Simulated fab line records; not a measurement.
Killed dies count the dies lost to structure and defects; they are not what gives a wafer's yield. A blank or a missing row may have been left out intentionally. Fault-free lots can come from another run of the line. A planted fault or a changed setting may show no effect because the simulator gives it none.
Split-lot study -- flow n5Finfet -- 21 wafers read across 7 lots, on a route 1938 steps long

## THE SPLIT ITSELF
At N5_SD_EPI_N_COAT_03 (resist thk 150 nm), the setting spinRpm was moved away from the recipe's 1500 rpm on 7 of the 21 wafers read, by -8.5% to +9.1%. For the rest of the wafers, this setting stayed at what the recipe calls for.

## FROM THE SPLIT TO THE READING: what the file shows between them, 5 steps
- N5_SD_EPI_N_EBR_05
- N5_SD_EPI_N_SOFTBAKE_04: time 60 s
- N5_SD_EPI_N_EXPOSE_06: exposes mask SD N BLK, target cd 120 nm
- N5_SD_EPI_N_PEB_07: peb time 60 s
- N5_SD_EPI_N_DEVELOP_08: develop time 30 s

## THE READING
CAR-ArF-block_of_SD_EPI_N_COAT_03.thkNm (the simulator's own value, which no gauge read), in nm, at N5_SD_EPI_N_DESCUM_14 (chemistry O2, time 7.9 s). The file does not state a usual value for it. Here, 14 wafers ran the recipe; their average is 144.1 nm with a standard deviation of 0.73 nm.

wafer,"tool, chamber at the split","spinRpm as run, rpm",against the recipe,"CAR-ArF-block_of_SD_EPI_N_COAT_03.thkNm, nm",against lot-mates on the recipe
L077.4,"lithoTrack-04, 0",1500,recipe,144,-
L077.5,"lithoTrack-04, 0",1500,recipe,143.8,-
L077.6,"lithoTrack-04, 0",1500,recipe,144.2,-
L084.1,"lithoTrack-03, 0",1500,recipe,144,-
L084.5,"lithoTrack-03, 0",1500,recipe,145,-
L084.6,"lithoTrack-03, 0",1621,+8.1%,137.8,-6.7
L085.1,"lithoTrack-04, 0",1636,+9.1%,136.6,-6.7
L085.3,"lithoTrack-04, 0",1500,recipe,143.2,-
L085.6,"lithoTrack-04, 0",1500,recipe,143.4,-
L087.1,"lithoTrack-03, 0",1500,recipe,143.4,-
L087.3,"lithoTrack-03, 0",1599,+6.6%,138.6,-4.8
L087.5,"lithoTrack-03, 0",1599,+6.6%,139.4,-4.0
L090.1,"lithoTrack-04, 0",1500,recipe,144,-
L090.2,"lithoTrack-04, 0",1500,recipe,144.4,-
L090.3,"lithoTrack-04, 0",1500,recipe,143.6,-
L091.1,"lithoTrack-03, 0",1373,-8.5%,150.2,+6.8
L091.2,"lithoTrack-03, 0",1373,-8.5%,149.8,+6.4
L091.4,"lithoTrack-03, 0",1500,recipe,143.4,-
L093.2,"lithoTrack-04, 0",1500,recipe,145.6,-
L093.3,"lithoTrack-04, 0",1500,recipe,145.4,-
L093.4,"lithoTrack-04, 0",1399,-6.7%,149.6,+4.1

THE FIT
A straight line over all 21 wafers: CAR-ArF-block_of_SD_EPI_N_COAT_03.thkNm changes by -0.762 nm for each +1% of spinRpm; r = -0.98; the points scatter about the line by 0.68 nm.
The same after taking each lot's own level away (the mean of its wafers on the recipe; 21 wafers): -0.738 nm for each +1%; r = -0.99; scatter 0.42 nm.
According to that fit, moving spinRpm by its largest amount changes the reading by 6.7 nm.
The span of the lots' own levels, 143.30 to 145.50 nm, comes to 3.0 times the standard deviation stated above.
The two slopes are in agreement: the lot-to-lot level therefore moves the slope only a little.
Check: with one of the wafers moved furthest among these (+9.1%) left out of the fit, the line predicts -6.69 nm for it against its lot-mates. It came out at -6.7 nm against them.

## OTHER SPLITS APPLIED TO THESE WAFERS
These wafers also went through other splits before the reading. Each is held against what the fit with the lots' levels taken away leaves over:
other split on the same wafers,wafers away from the commonest value,r with CAR-ArF-block_of_SD_EPI_N_COAT_03.thkNm (lot level and that fit taken away)
N5_ZERO_LAYER_EXPOSE_08 doseMj,10,-0.30
N5_ZERO_LAYER_DEVELOP_10 developTimeS,11,-0.03
N5_WELL_APT_COAT_02 spinRpm,7,+0.00
N5_FIN_SAQP_PEB_14 pebTimeS,5,+0.49
N5_FIN_SAQP_DESCUM_21 timeS,5,-0.22
N5_FIN_CUT_COAT_19 spinRpm,7,-0.19
N5_DUMMY_GATE_CVD_03 tempC,15,-0.13

## THE WHOLE CHAIN: every reading that the file lists as answering this split, in the file's order
step,what it does,reading,change (the file's fit),r (the file's)
N5_SD_EPI_N_COAT_03,resist thk 150 nm,"CAR-ArF-block_of_SD_EPI_N_COAT_03.thkNm (the simulator's own value, which no gauge read)",-0.733 nm for each +1% of the setting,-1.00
N5_SD_EPI_N_DEVELOP_08,develop time 30 s,"CAR-ArF-block_of_SD_EPI_N_COAT_03.thkNm (the simulator's own value, which no gauge read)",-0.746 nm for each +1% of the setting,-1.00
N5_SD_EPI_N_DESCUM_14,"chemistry O2, time 7.9 s","CAR-ArF-block_of_SD_EPI_N_COAT_03.thkNm (the simulator's own value, which no gauge read)",-0.738 nm for each +1% of the setting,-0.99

## THE FILE'S OWN FIT
CAR-ArF-block_of_SD_EPI_N_COAT_03.thkNm changes by -0.738 nm for each +1% of spinRpm, r = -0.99.
